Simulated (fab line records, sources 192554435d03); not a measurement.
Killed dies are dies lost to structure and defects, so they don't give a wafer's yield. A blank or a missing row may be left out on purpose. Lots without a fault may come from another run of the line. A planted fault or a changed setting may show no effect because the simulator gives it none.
Chamber matching | flow n5_finfet | N5_HKMG_FIN_HK_ALD_01 on ald_hk-01: 4 sister chambers
The step deposits HfO2, target thk 1.6 nm, pulse time 3 s, purge time 3 s. 8 wafers are shown with their chamber, then 12 later ones without.

WAFERS WITH THEIR CHAMBER
wafer  | chamber | precursor_pulse_height_rel
L089.1 | 3       | 0.969
L089.3 | 2       | 1.035
L091.2 | 0       | 0.978
L091.5 | 2       | 1.006
L091.6 | 1       | 0.991
L095.1 | 3       | 0.983
L095.2 | 0       | 0.969
L095.3 | 1       | 0.985

WAFERS WITHOUT THEIR CHAMBER
wafer  | precursor_pulse_height_rel
L095.4 | 0.997
L095.5 | 0.990
L095.6 | 0.991
L096.4 | 0.988
L096.5 | 0.983
L096.6 | 1.016
L097.1 | 1.007
L097.2 | 1.004
L097.3 | 0.961
L097.4 | 0.980
L097.5 | 0.991
L097.6 | 0.998

WHICH CHAMBER EACH WENT THROUGH
wafer  | from the rows above               | in truth
L095.4 | can't be placed: 1 or 3 or 0 or 2 | 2
L095.5 | can't be placed: 1 or 3 or 0      | 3
L095.6 | can't be placed: 1 or 3 or 0      | 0
L096.4 | can't be placed: 1 or 3 or 0      | 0
L096.5 | can't be placed: 1 or 3 or 0      | 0
L096.6 | can't be placed: 2 or 1           | 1
L097.1 | can't be placed: 2 or 1 or 3 or 0 | 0
L097.2 | can't be placed: 1 or 2 or 3 or 0 | 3
L097.3 | can't be placed: 0 or 3 or 1      | 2
L097.4 | can't be placed: 3 or 0 or 1      | 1
L097.5 | can't be placed: 1 or 3 or 0      | 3
L097.6 | can't be placed: 1 or 3 or 2 or 0 | 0
Placed correctly: 0 of 12. Can't be placed from these rows: 12 (the true chamber is among the candidates in 11). Placed wrongly: 0.
How it was worked out, from the rows above alone: a wafer's distance from a chamber is the root of the sum, over the readings, of the square of ((its reading less the chamber's mean) divided by the reading's scatter). The wafer belongs to the nearest chamber; if the next one is less than 2 further off, it can't be placed. A chamber's mean is the mean of its shown wafers. The scatter: the root of (the sum of the squares of (reading less its chamber's mean) over the shown wafers, divided by (wafers less chambers)).
